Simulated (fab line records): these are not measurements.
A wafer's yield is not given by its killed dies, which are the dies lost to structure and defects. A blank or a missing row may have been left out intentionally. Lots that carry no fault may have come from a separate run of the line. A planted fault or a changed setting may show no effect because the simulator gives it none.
Matching of chambers    flow nand-harc    NHARC_HYBRID_BOND_ACTIVATE_00 on rie-diel-13 has 4 sister chambers
The step chemistry N2, time 60 s. 20 wafers are shown with their chamber, then 10 later ones without.

WAFERS WITH THEIR CHAMBER
wafer   chamber  showerhead-plenum-p-Torr (Torr)  rf-vpp-V (V)  oes-product-au (a.u.)
L978.1  1        1.89                             64.5          1.002
L978.3  0        1.88                             64.0          0.997
L978.6  2        1.87                             64.9          1.007
L976.4  0        1.88                             63.9          0.997
L976.5  1        1.89                             65.4          1.004
L976.6  2        1.87                             64.8          0.995
L977.1  3        1.71                             62.2          1.002
L977.3  1        1.88                             64.5          0.994
L977.6  3        1.71                             63.7          1.005
L981.1  0        1.88                             63.5          0.993
L981.5  3        1.71                             64.7          1.003
L981.6  2        1.87                             65.4          0.997
L983.2  0        1.88                             64.9          1.000
L983.4  1        1.88                             64.7          1.007
L983.6  2        1.87                             65.2          0.992
L986.1  0        1.88                             64.3          1.000
L986.5  2        1.87                             65.0          0.988
L986.6  3        1.71                             63.0          1.000
L991.1  1        1.88                             64.7          1.021
L991.4  0        1.88                             64.7          1.009

SIGNATURES (means of the wafers above)
reading                   chamber 0  chamber 1  chamber 2  chamber 3  scatter within a chamber
showerhead-plenum-p-Torr  1.8800     1.8840     1.8700     1.7100     0.00274
rf-vpp-V                  64.217     64.760     65.060     63.400     0.588
oes-product-au            0.99933    1.00560    0.99580    1.00250    0.00685
Rule: a wafer lies at a distance from a chamber equal to the root of the sum of squares, over the readings, of (its reading less the chamber's mean, divided by the reading's scatter). The wafer belongs to the nearest chamber; if the next one is less than 2 further off, it can't be placed. The scatter: take each reading less its chamber's mean, square it, sum over the shown wafers, divide by the number of wafers less the number of chambers, and take the root.

WAFERS WHOSE CHAMBER IS MISSING
wafer   showerhead-plenum-p-Torr (Torr)  rf-vpp-V (V)  oes-product-au (a.u.)
L991.6  1.88                             64.8          1.001
L992.1  1.88                             64.9          1.014
L992.3  1.87                             66.8          1.003
L992.6  1.87                             65.7          1.007
L993.1  1.87                             63.5          1.002
L993.4  1.88                             64.6          1.017
L993.6  1.88                             64.3          1.011
L998.1  1.87                             64.8          0.997
L998.4  1.88                             64.4          1.000
L998.6  1.88                             65.4          1.002

CHAMBER TAKEN BY EACH
wafer   from the rows above           in truth
L991.6  can't be placed: 0 or 1       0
L992.1  can't be placed: 1 or 0       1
L992.3  2                             2
L992.6  2                             2
L993.1  can't be placed: 2 or 0       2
L993.4  can't be placed: 1 or 0       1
L993.6  can't be placed: 0 or 1       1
L998.1  2                             2
L998.4  can't be placed: 0 or 1       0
L998.6  can't be placed: 1 or 0 or 2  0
Correct placement for 3 of the 10. From these rows, 7 cannot be placed; in 7 the true chamber is one of the candidates. Wrongly placed: 0.
